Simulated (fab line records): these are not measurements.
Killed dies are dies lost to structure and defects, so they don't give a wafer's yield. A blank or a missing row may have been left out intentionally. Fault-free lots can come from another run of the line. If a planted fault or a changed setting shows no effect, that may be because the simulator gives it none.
Which of the tools did it?	flow n5-finfet	14 lots with 42 wafers sampled at 3 steps, on a route of 1938 steps

## WHAT EACH GAUGE READ, for each wafer
N5_BEOL_M7_CD_MEAS_11 targets a cd of 38.5 nm. Usual: cd-nm 38.3 nm, standard deviation 0.4.
lot	measured	on	cd-nm (nm)	flag
L989	day 9 13:15	cd-sem-01	37.5 37.9 38.1	
L991	day 10 14:04	cd-sem-01	38.2 38.8 38.3	
L994	day 11 02:47	cd-sem-03	38.5 38.4 38.0	
L996	day 11 12:11	cd-sem-02	39.1 38.9 38.6	
L997	day 11 22:40	cd-sem-03	38.0 38.5 38.3	
L103	day 13 14:40	cd-sem-02	38.2 38.1 38.5	
L107	day 13 20:47	cd-sem-01	38.3 38.0 37.8	
L105	day 14 09:05	cd-sem-01	38.2 38.5 37.9	
L106	day 14 12:40	cd-sem-02	38.5 38.4 38.4	
L109	day 14 19:05	cd-sem-02	38.2 38.1 38.2	
L108	day 14 20:58	cd-sem-02	38.8 38.6 38.6	
L111	day 14 21:08	cd-sem-01	38.3 38.9 38.0	
L112	day 15 15:12	cd-sem-01	37.9 38.0 38.2	
L110	day 16 15:29	cd-sem-03	38.9 38.5 39.0	

N5_BEOL_M7_OVL_MEAS_29. Usual: for V6_OVL the level is -0.4 nm and the standard deviation is 0.78.
lot	measured	on	V6_OVL (nm)	flag
L989	day 9 16:27	overlay-02	-1.0 -1.3 -0.9	
L991	day 10 16:14	overlay-01	-0.9 -0.6 -0.9	
L994	day 11 04:45	overlay-02	-0.6 0.2 -0.7	
L996	day 11 13:46	overlay-01	- - -	OFF
L997	day 12 01:59	overlay-01	- - -	OFF
L103	day 13 21:40	overlay-02	-0.4 -0.3 0.1	
L107	day 13 23:07	overlay-01	-2.5 -1.4 -0.8	
L105	day 14 11:35	overlay-01	-1.1 -1.2 -0.5	
L106	day 14 13:48	overlay-01	-1.1 -0.6 -1.4	
L109	day 14 20:50	overlay-02	-0.3 -0.3 -2.0	
L108	day 14 22:39	overlay-02	-0.1 -1.6 -0.4	
L111	day 14 22:48	overlay-01	1.0 -0.1 -0.4	
L112	day 15 17:26	overlay-01	1.6 1.5 0.2	
L110	day 16 19:03	overlay-01	0.1 1.2 -0.7	

## EACH LOT AND THE TOOL THAT RAN IT (in order: tool; ch and the chambers of the sampled wafers; start)
lot	N5_BEOL_M7_DEVELOP_27
L989	litho-track-03 ch 0, day 9 16:22
L991	litho-track-03 ch 0, day 10 16:08
L994	litho-track-03 ch 0, day 11 04:40
L996	litho-track-03, day 11 13:41
L997	litho-track-03, day 12 01:54
L103	litho-track-01 ch 0, day 13 21:34
L107	litho-track-02 ch 0, day 13 23:02
L105	litho-track-01 ch 0, day 14 11:30
L106	litho-track-01 ch 0, day 14 13:43
L109	litho-track-02 ch 0, day 14 20:44
L108	litho-track-01 ch 0, day 14 22:34
L111	litho-track-03 ch 0, day 14 22:43
L112	litho-track-03 ch 0, day 15 17:20
L110	litho-track-03 ch 0, day 16 18:58
- N5_BEOL_M7_DEVELOP_27: develop time 30 s.

## WHAT THE TOOLS THEMSELVES READ (means of the sampled wafers that have a number; where no wafer has one, the mark that the record gives instead)
N5_BEOL_M7_DEVELOP_27. Usual: chill-plate-temp-C 22.99 C, standard deviation 0.11; resist-line-temp-C 22.97 C, standard deviation 0.11.
lot	tool	chill-plate-temp-C (C)	resist-line-temp-C (C)	flag
L989	litho-track-03	22.98	23.00	
L991	litho-track-03	22.99	22.99	
L994	litho-track-03	22.95	23.01	
L996	litho-track-03	-	-	OFF
L997	litho-track-03	-	-	OFF
L103	litho-track-01	23.06	22.78	
L107	litho-track-02	22.99	23.09	
L105	litho-track-01	22.89	23.07	
L106	litho-track-01	22.89	22.83	
L109	litho-track-02	22.84	23.05	
L108	litho-track-01	22.98	23.00	
L111	litho-track-03	23.02	22.97	
L112	litho-track-03	22.91	23.01	
L110	litho-track-03	22.96	22.96	

## THE ANSWER, worked out from the rows above alone
Rule: a lot counts as off when the mean over its wafers that have a number is more than 3 standard deviations away from the usual mean. A lot without any number at a reading at which 4 lots or more have one is off too. Any other lot the step has rows for is counted as sound. Order of review: gauges by route order, followed by the tools' own readings, for which a lot's mean as printed above is used. At the first step where some lot is off, the reading lying furthest off is the one used; lots without a number count as furthest.
Off: L996, L997, seen at N5_BEOL_M7_OVL_MEAS_29 (V6_OVL). Without a number there: L996, L997.
A tool fits if, at a process step before that reading, it ran every lot that is off, and no sound lot after the first of them. Not tried: the gauges at N5_BEOL_M7_OVL_MEAS_29; whatever is off there is also off at N5_BEOL_M7_DEVELOP_27, on other tools, and gauge error can't account for it. Of those tried, none fits.

## WHAT THE SIMULATOR HAD INSERTED
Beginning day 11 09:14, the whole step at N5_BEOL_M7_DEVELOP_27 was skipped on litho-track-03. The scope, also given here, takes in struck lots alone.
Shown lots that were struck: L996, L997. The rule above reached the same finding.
